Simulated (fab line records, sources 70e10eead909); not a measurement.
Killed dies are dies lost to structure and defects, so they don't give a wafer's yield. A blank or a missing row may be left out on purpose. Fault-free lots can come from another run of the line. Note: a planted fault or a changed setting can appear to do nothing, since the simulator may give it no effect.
Chamber matching    flow nand_harc    4 sister chambers for NHARC_A_STAIRCASE_DESCUM_252 on rie_diel-08
The step chemistry O2, time 3 s. 18 wafers are shown with their chamber, then 9 later ones without.

== WAFERS WITH THEIR CHAMBER ==
wafer   chamber  showerhead_plenum_p_Torr (Torr)  drypump_motor_current_A (A)  oes_product_au (a.u.)
L074.2  1        1.89                             5.5                          1.008
L074.3  3        1.80                             5.5                          1.000
L074.4  3        1.80                             5.6                          1.009
L075.3  3        1.80                             5.5                          1.006
L075.4  0        1.80                             5.7                          1.018
L075.6  1        1.89                             5.5                          1.006
L084.1  2        1.83                             6.0                          0.995
L084.2  0        1.80                             5.8                          1.002
L084.5  2        1.83                             6.0                          0.988
L088.2  0        1.79                             5.7                          0.995
L088.3  1        1.89                             5.5                          0.994
L088.6  0        1.79                             5.8                          0.997
L087.1  0        1.79                             5.8                          0.998
L087.3  2        1.82                             6.0                          1.000
L087.4  3        1.79                             5.5                          0.999
L090.4  0        1.79                             5.8                          1.002
L090.5  3        1.79                             5.5                          1.004
L090.6  2        1.82                             6.0                          0.995

SIGNATURES, as means of the wafers listed above
reading                   chamber 0  chamber 1  chamber 2  chamber 3  scatter within a chamber
showerhead_plenum_p_Torr  1.7933     1.8900     1.8250     1.7960     0.00502
drypump_motor_current_A   5.767      5.500      6.000      5.520      0.039
oes_product_au            1.00200    1.00267    0.99450    1.00360    0.00656
Rule: for each reading, subtract the chamber's mean from the wafer's reading, divide by that reading's scatter and square the result; add these up over the readings and take the root, which gives the wafer's distance from the chamber. The wafer belongs to the nearest chamber; if the next one is less than 2 further off, it can't be placed. The scatter: the root of (the sum of the squares of (reading less its chamber's mean) over the shown wafers, divided by (wafers less chambers)).

== WAFERS WITH NO CHAMBER GIVEN ==
wafer   showerhead_plenum_p_Torr (Torr)  drypump_motor_current_A (A)  oes_product_au (a.u.)
L092.4  1.79                             5.6                          1.009
L092.5  1.79                             5.8                          0.999
L092.6  1.82                             6.0                          1.003
L091.1  1.82                             6.0                          0.999
L091.3  1.79                             5.6                          0.999
L091.4  1.82                             6.0                          0.995
L097.1  1.79                             5.7                          0.995
L097.2  1.79                             5.5                          0.983
L097.4  1.82                             6.0                          0.997

== WHICH CHAMBER EACH WENT THROUGH ==
wafer   from the rows above      in truth
L092.4  can't be placed: 3 or 0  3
L092.5  0                        0
L092.6  2                        2
L091.1  2                        2
L091.3  can't be placed: 3 or 0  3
L091.4  2                        2
L097.1  0                        0
L097.2  3                        3
L097.4  2                        2
Correctly placed: 7 of 9. Cannot be placed on the basis of these rows: 2; the candidates contain the true chamber in 2. Number placed wrongly: 0.
